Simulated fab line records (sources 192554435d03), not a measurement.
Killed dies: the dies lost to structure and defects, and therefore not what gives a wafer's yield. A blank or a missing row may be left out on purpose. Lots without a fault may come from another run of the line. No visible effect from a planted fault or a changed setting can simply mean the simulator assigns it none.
What tool caused it?	flow n5-finfet	Sampling: 24 lots, 72 wafers, 6 of 1938 route steps

== WHAT THE GAUGES SHOWED, per wafer ==
The record holds no reading of a measuring or inspecting step that can be judged against a usual standard deviation.

== EACH LOT AND THE TOOL THAT RAN IT (in order: tool; ch and the chambers of the sampled wafers; start) ==
lot	N5_BEOL_M1_SURFACE_TREAT_85	N5_BEOL_M1_ANNEAL_87	N5_BEOL_M1_SPUTTER_90	N5_BEOL_M1_ANNEAL_95	N5_BEOL_M1_ANNEAL_51	N5_BEOL_M1_CMP_52
L074	pvd-sputter-02, day 6 05:28	pvd-sputter-03, day 6 06:33	pvd-sputter-03, day 6 06:55	pvd-sputter-03, day 6 07:26	rtp-anneal-02 ch 0, day 6 07:46	cmp-01 ch 0,3, day 6 08:05
L075	pvd-sputter-03, day 6 15:52	pvd-sputter-03, day 6 17:03	pvd-sputter-03, day 6 17:25	pvd-sputter-03, day 6 17:56	rtp-anneal-01 ch 0, day 6 18:19	cmp-02 ch 2,3, day 6 18:35
L076	pvd-sputter-03, day 6 21:02	pvd-sputter-02, day 6 22:00	pvd-sputter-02, day 6 22:22	pvd-sputter-02, day 6 22:53	rtp-anneal-02 ch 0, day 6 23:20	cmp-02 ch 0,1,2, day 6 23:39
L077	pvd-sputter-02, day 6 23:41	pvd-sputter-01, day 7 00:38	pvd-sputter-01, day 7 01:00	pvd-sputter-01, day 7 01:31	rtp-anneal-01 ch 0, day 7 01:52	cmp-04 ch 2,3, day 7 02:10
L078	pvd-sputter-02, day 7 04:17	pvd-sputter-03, day 7 05:19	pvd-sputter-03, day 7 05:41	pvd-sputter-03, day 7 06:12	rtp-anneal-02 ch 0, day 7 06:32	cmp-01 ch 0,3, day 7 06:50
L079	pvd-sputter-01, day 7 09:02	pvd-sputter-03, day 7 10:17	pvd-sputter-03, day 7 10:39	pvd-sputter-03, day 7 11:10	rtp-anneal-01 ch 0, day 7 11:31	cmp-01 ch 0,1,3, day 7 11:49
L080	pvd-sputter-01, day 7 16:38	pvd-sputter-01, day 7 17:39	pvd-sputter-01, day 7 18:01	pvd-sputter-01, day 7 18:32	rtp-anneal-02 ch 0, day 7 18:52	cmp-01 ch 0,3, day 7 19:13
L081	pvd-sputter-02, day 8 02:57	pvd-sputter-01, day 8 05:11	pvd-sputter-01, day 8 05:32	pvd-sputter-01, day 8 06:04	rtp-anneal-02 ch 0, day 8 06:23	cmp-04 ch 0,1, day 8 06:41
L082	pvd-sputter-03, day 8 07:26	pvd-sputter-02, day 8 08:27	pvd-sputter-02, day 8 08:49	pvd-sputter-02, day 8 09:20	rtp-anneal-01 ch 0, day 8 09:52	cmp-04 ch 2,3, day 8 10:10
L083	pvd-sputter-03, day 8 15:31	pvd-sputter-03, day 8 16:32	pvd-sputter-03, day 8 16:53	pvd-sputter-03, day 8 17:25	rtp-anneal-02 ch 0, day 8 17:45	cmp-04 ch 0,1, day 8 18:03
L084	pvd-sputter-02, day 9 02:34	pvd-sputter-02, day 9 03:34	pvd-sputter-02, day 9 03:56	pvd-sputter-02, day 9 04:27	rtp-anneal-01 ch 0, day 9 04:47	cmp-01 ch 0,1,3, day 9 05:07
L085	pvd-sputter-01, day 9 03:10	pvd-sputter-01, day 9 04:25	pvd-sputter-01, day 9 04:47	pvd-sputter-01, day 9 05:18	rtp-anneal-01 ch 0, day 9 05:43	cmp-01 ch 0,1,2, day 9 06:01
L086	pvd-sputter-03, day 9 12:47	pvd-sputter-03, day 9 13:50	pvd-sputter-03, day 9 14:11	pvd-sputter-03, day 9 14:43	rtp-anneal-02 ch 0, day 9 15:03	cmp-01 ch 1,2,3, day 9 15:27
L088	pvd-sputter-01, day 9 15:20	pvd-sputter-02, day 9 16:23	pvd-sputter-02, day 9 16:45	pvd-sputter-02, day 9 17:16	rtp-anneal-01 ch 0, day 9 17:56	cmp-04 ch 0,1, day 9 18:11
L087	pvd-sputter-01, day 9 16:02	pvd-sputter-03, day 9 18:09	pvd-sputter-03, day 9 18:31	pvd-sputter-03, day 9 19:02	rtp-anneal-01 ch 0, day 9 19:22	cmp-04 ch 0,1,3, day 9 19:40
L089	pvd-sputter-01, day 10 01:28	pvd-sputter-02, day 10 02:26	pvd-sputter-02, day 10 02:48	pvd-sputter-02, day 10 03:19	rtp-anneal-01 ch 0, day 10 03:39	cmp-02 ch 2,3, day 10 03:59
L090	pvd-sputter-01, day 10 04:20	pvd-sputter-03, day 10 05:20	pvd-sputter-03, day 10 05:42	pvd-sputter-03, day 10 06:13	rtp-anneal-01 ch 0, day 10 06:36	cmp-01 ch 0,1,3, day 10 06:56
L091	pvd-sputter-01, day 10 12:29	pvd-sputter-01, day 10 13:30	pvd-sputter-01, day 10 13:52	pvd-sputter-01, day 10 14:23	rtp-anneal-02 ch 0, day 10 14:43	cmp-02 ch 0,1,2, day 10 15:03
L092	pvd-sputter-02, day 10 18:01	pvd-sputter-02, day 10 19:17	pvd-sputter-02, day 10 19:38	pvd-sputter-02, day 10 20:10	rtp-anneal-02 ch 0, day 10 20:30	cmp-01 ch 0,2,3, day 10 20:51
L093	pvd-sputter-03, day 11 07:07	pvd-sputter-01, day 11 08:06	pvd-sputter-01, day 11 08:28	pvd-sputter-01, day 11 08:59	rtp-anneal-02 ch 0, day 11 09:19	cmp-01 ch 0,1,3, day 11 09:38
L094	pvd-sputter-01, day 11 07:14	pvd-sputter-03, day 11 08:14	pvd-sputter-03, day 11 08:35	pvd-sputter-03, day 11 09:07	rtp-anneal-01 ch 0, day 11 09:31	cmp-02 ch 2,3, day 11 09:48
L095	pvd-sputter-02, day 11 20:19	pvd-sputter-02, day 11 21:35	pvd-sputter-02, day 11 21:56	pvd-sputter-02, day 11 22:28	rtp-anneal-02 ch 0, day 11 22:52	cmp-01 ch 0,2,3, day 11 23:13
L096	pvd-sputter-01, day 12 03:44	pvd-sputter-01, day 12 05:05	pvd-sputter-01, day 12 05:27	pvd-sputter-01, day 12 05:58	rtp-anneal-01 ch 0, day 12 06:22	cmp-04 ch 1,3, day 12 06:39
L097	pvd-sputter-02, day 12 06:40	pvd-sputter-03, day 12 08:04	pvd-sputter-03, day 12 11:09	pvd-sputter-03, day 12 11:40	rtp-anneal-02 ch 0, day 12 12:07	cmp-01 ch 1,2,3, day 12 12:30
- N5_BEOL_M1_SURFACE_TREAT_85
- N5_BEOL_M1_ANNEAL_87: time 240 s.
- N5_BEOL_M1_SPUTTER_90: material Cu, target thk 4.5 nm, time 8.29 s.
- N5_BEOL_M1_ANNEAL_95: time 240 s.
- N5_BEOL_M1_ANNEAL_51: time 90 s.
- N5_BEOL_M1_CMP_52: polishes, stops on SiOC, t overpolish 6.8 s, target thk 40 nm.

== AS READ BY THE TOOLS THEMSELVES (means over the sampled wafers that have a number; for cases with no such wafer, the mark the record gives instead) ==
N5_BEOL_M1_ANNEAL_87.
lot	tool	heater-power-w (W)	susceptor-temp-C (C)	susceptor_temp_C_max
L074	pvd-sputter-03	797	399.99	401.2
L075	pvd-sputter-03	817	400.24	401.3
L076	pvd-sputter-02	881	399.92	401.2
L077	pvd-sputter-01	839	400.06	401.1
L078	pvd-sputter-03	808	400.17	401.3
L079	pvd-sputter-03	815	400.03	401.2
L080	pvd-sputter-01	799	399.92	400.8
L081	pvd-sputter-01	800	399.93	400.7
L082	pvd-sputter-02	838	400.19	401.3
L083	pvd-sputter-03	808	399.97	401.3
L084	pvd-sputter-02	844	399.96	401.0
L085	pvd-sputter-01	884	399.94	400.9
L086	pvd-sputter-03	822	399.77	400.9
L088	pvd-sputter-02	875	400.06	401.1
L087	pvd-sputter-03	804	399.95	401.0
L089	pvd-sputter-02	721	399.76	401.1
L090	pvd-sputter-03	784	399.88	401.2
L091	pvd-sputter-01	829	400.06	401.2
L092	pvd-sputter-02	888	399.91	400.8
L093	pvd-sputter-01	853	400.10	401.2
L094	pvd-sputter-03	797	400.24	401.2
L095	pvd-sputter-02	843	399.98	401.1
L096	pvd-sputter-01	891	400.06	401.1
L097	pvd-sputter-03	799	400.30	401.3

N5_BEOL_M1_SPUTTER_90.
lot	tool	substrate-temp-c (C)	susceptor-temp-C (C)	throttle-valve-pct (%)
L074	pvd-sputter-03	-19.96	-19.92	29.9
L075	pvd-sputter-03	-20.03	-19.99	30.5
L076	pvd-sputter-02	-20.08	-19.97	29.6
L077	pvd-sputter-01	-20.07	-20.01	29.6
L078	pvd-sputter-03	-20.15	-19.99	30.8
L079	pvd-sputter-03	-19.96	-20.02	30.1
L080	pvd-sputter-01	-19.91	-19.91	29.9
L081	pvd-sputter-01	-20.09	-20.04	29.8
L082	pvd-sputter-02	-20.06	-20.01	29.2
L083	pvd-sputter-03	-20.10	-20.01	30.1
L084	pvd-sputter-02	-20.00	-20.09	29.4
L085	pvd-sputter-01	-19.94	-20.03	29.9
L086	pvd-sputter-03	-20.04	-19.97	30.0
L088	pvd-sputter-02	-20.10	-20.01	29.6
L087	pvd-sputter-03	-19.96	-19.99	29.8
L089	pvd-sputter-02	-19.89	-19.97	30.0
L090	pvd-sputter-03	-19.90	-20.00	30.5
L091	pvd-sputter-01	-19.90	-20.01	29.3
L092	pvd-sputter-02	-19.97	-19.88	29.7
L093	pvd-sputter-01	-20.07	-20.07	29.7
L094	pvd-sputter-03	-19.94	-19.95	29.5
L095	pvd-sputter-02	-19.94	-19.89	29.3
L096	pvd-sputter-01	-20.04	-19.91	29.9
L097	pvd-sputter-03	-20.04	-20.10	29.8

N5_BEOL_M1_ANNEAL_95.
lot	tool	heater-power-w (W)	susceptor-temp-C (C)	susceptor_temp_C_max
L074	pvd-sputter-03	783	400.00	401.3
L075	pvd-sputter-03	806	399.97	401.0
L076	pvd-sputter-02	883	399.93	400.9
L077	pvd-sputter-01	834	399.89	400.8
L078	pvd-sputter-03	813	400.10	401.4
L079	pvd-sputter-03	821	400.21	401.4
L080	pvd-sputter-01	801	399.99	400.8
L081	pvd-sputter-01	789	399.90	400.7
L082	pvd-sputter-02	845	399.81	400.8
L083	pvd-sputter-03	824	399.93	401.0
L084	pvd-sputter-02	838	399.67	400.7
L085	pvd-sputter-01	890	400.14	401.2
L086	pvd-sputter-03	819	400.04	401.2
L088	pvd-sputter-02	871	400.02	401.1
L087	pvd-sputter-03	796	399.87	401.2
L089	pvd-sputter-02	738	400.17	401.8
L090	pvd-sputter-03	777	400.26	401.3
L091	pvd-sputter-01	818	400.08	401.4
L092	pvd-sputter-02	875	399.81	400.8
L093	pvd-sputter-01	843	400.22	401.4
L094	pvd-sputter-03	799	400.05	401.0
L095	pvd-sputter-02	858	400.00	401.1
L096	pvd-sputter-01	875	399.76	400.8
L097	pvd-sputter-03	789	399.88	400.9

N5_BEOL_M1_ANNEAL_51.
lot	tool	wafer_temp_C_max
L074	rtp-anneal-02	226.22
L075	rtp-anneal-01	226.01
L076	rtp-anneal-02	226.09
L077	rtp-anneal-01	225.89
L078	rtp-anneal-02	225.92
L079	rtp-anneal-01	226.17
L080	rtp-anneal-02	226.02
L081	rtp-anneal-02	226.13
L082	rtp-anneal-01	226.04
L083	rtp-anneal-02	226.06
L084	rtp-anneal-01	226.28
L085	rtp-anneal-01	225.94
L086	rtp-anneal-02	226.14
L088	rtp-anneal-01	226.30
L087	rtp-anneal-01	225.98
L089	rtp-anneal-01	225.96
L090	rtp-anneal-01	225.89
L091	rtp-anneal-02	226.01
L092	rtp-anneal-02	226.25
L093	rtp-anneal-02	226.46
L094	rtp-anneal-01	226.20
L095	rtp-anneal-02	226.48
L096	rtp-anneal-01	226.11
L097	rtp-anneal-02	225.84

N5_BEOL_M1_CMP_52.
lot	tool	barrier-field-endpoint-s (s)	motor-current-A (A)	overpolish-run-s (s)	platen-rpm (rpm)	time-to-endpoint-s (s)
L074	cmp-01	24.0	6.1	6.796	49.97	59
L075	cmp-02	24.4	5.8	6.793	50.01	62
L076	cmp-02	24.6	6.2	6.803	50.00	60
L077	cmp-04	24.8	6.0	6.805	50.00	65
L078	cmp-01	25.1	6.3	6.807	50.00	62
L079	cmp-01	25.4	6.5	6.794	50.00	62
L080	cmp-01	25.1	6.8	6.811	50.02	62
L081	cmp-04	24.0	6.4	6.794	49.97	59
L082	cmp-04	25.6	6.0	6.801	50.00	64
L083	cmp-04	23.9	6.5	6.808	50.00	60
L084	cmp-01	24.6	6.1	6.799	50.03	61
L085	cmp-01	23.8	6.1	6.800	50.00	58
L086	cmp-01	25.6	5.6	6.804	49.96	65
L088	cmp-04	25.1	6.5	6.801	50.02	65
L087	cmp-04	24.9	6.4	6.789	49.97	61
L089	cmp-02	24.4	6.3	6.802	50.01	57
L090	cmp-01	24.6	6.4	6.799	50.04	58
L091	cmp-02	24.7	6.4	6.799	50.02	61
L092	cmp-01	24.8	6.2	6.798	50.01	60
L093	cmp-01	24.7	6.2	6.796	49.97	61
L094	cmp-02	23.8	6.2	6.797	50.03	60
L095	cmp-01	24.8	6.1	6.796	50.00	61
L096	cmp-04	25.6	6.4	6.801	49.99	67
L097	cmp-01	25.4	5.6	6.799	49.99	64

== THE ANSWER, worked out from the rows above alone ==
Rule: the lots themselves supply what counts as usual. The widest of any qualifying gaps counts: lots, ordered by their means at a reading, are off when they make up no more than a third of the lots, leave a main group of 4 or more, and stand apart from it by 3 or more times the standard deviation of that group's means. The tables above print the reading to a certain number of digits; a main group whose means all agree to those digits is not used. A lot without any number at a reading at which 4 lots or more have one is off too. All remaining lots with rows at the step are treated as sound. Order of review: gauges by route order, followed by the tools' own readings, for which a lot's mean as printed above is used. The first step at which some lot is off is used, and at that step the reading that is off furthest; a lot without a number counts as furthest.
None of the lots is off at any reading shown; this tells nothing.

== WHAT THE SIMULATOR HAD INSERTED ==
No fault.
